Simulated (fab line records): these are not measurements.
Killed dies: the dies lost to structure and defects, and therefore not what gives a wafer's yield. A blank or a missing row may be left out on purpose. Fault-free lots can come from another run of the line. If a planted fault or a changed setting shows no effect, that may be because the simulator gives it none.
Matching of chambers + flow n5-finfet + 4 sister chambers for N5_MOL_CONTACT_COAG_DESCUM_45 on rie-diel-06
The step chemistry O2, time 7 s. 4 wafers are shown with their chamber, then 8 later ones without.

== WAFERS, EACH WITH ITS CHAMBER ==
| wafer  | chamber | drypump-motor-current-A (A) |
|--------|---------|-----------------------------|
| L084.1 | 3       | 6.4                         |
| L090.1 | 2       | 5.4                         |
| L090.3 | 1       | 5.0                         |
| L092.4 | 0       | 5.7                         |

== WAFERS MISSING THEIR CHAMBER ==
| wafer  | drypump-motor-current-A (A) |
|--------|-----------------------------|
| L092.5 | 5.0                         |
| L092.6 | 5.5                         |
| L094.1 | 5.4                         |
| L094.2 | 6.4                         |
| L094.3 | 5.7                         |
| L097.1 | 5.4                         |
| L097.3 | 5.0                         |
| L097.6 | 5.7                         |

== WHICH CHAMBER EACH WENT THROUGH ==
| wafer  | from the rows above | in truth |
|--------|---------------------|----------|
| L092.5 | 1                   | 1        |
| L092.6 | 2                   | 2        |
| L094.1 | 2                   | 2        |
| L094.2 | 3                   | 3        |
| L094.3 | 0                   | 0        |
| L097.1 | 2                   | 2        |
| L097.3 | 1                   | 1        |
| L097.6 | 0                   | 0        |
Correctly placed: 8 of 8. From these rows, 0 cannot be placed. Placed wrongly: 0.
How it was worked out, from the rows above alone: a wafer's distance from a chamber is the root of the sum, over the readings, of the square of ((its reading less the chamber's mean) divided by the reading's scatter). The wafer belongs to the nearest chamber; if the next one is less than 2 further off, it can't be placed. Each chamber's mean is taken over the wafers shown for it. The scatter (one wafer shown for each chamber): square how far every hidden wafer sits from the nearest shown wafer, average those squares and take the square root.
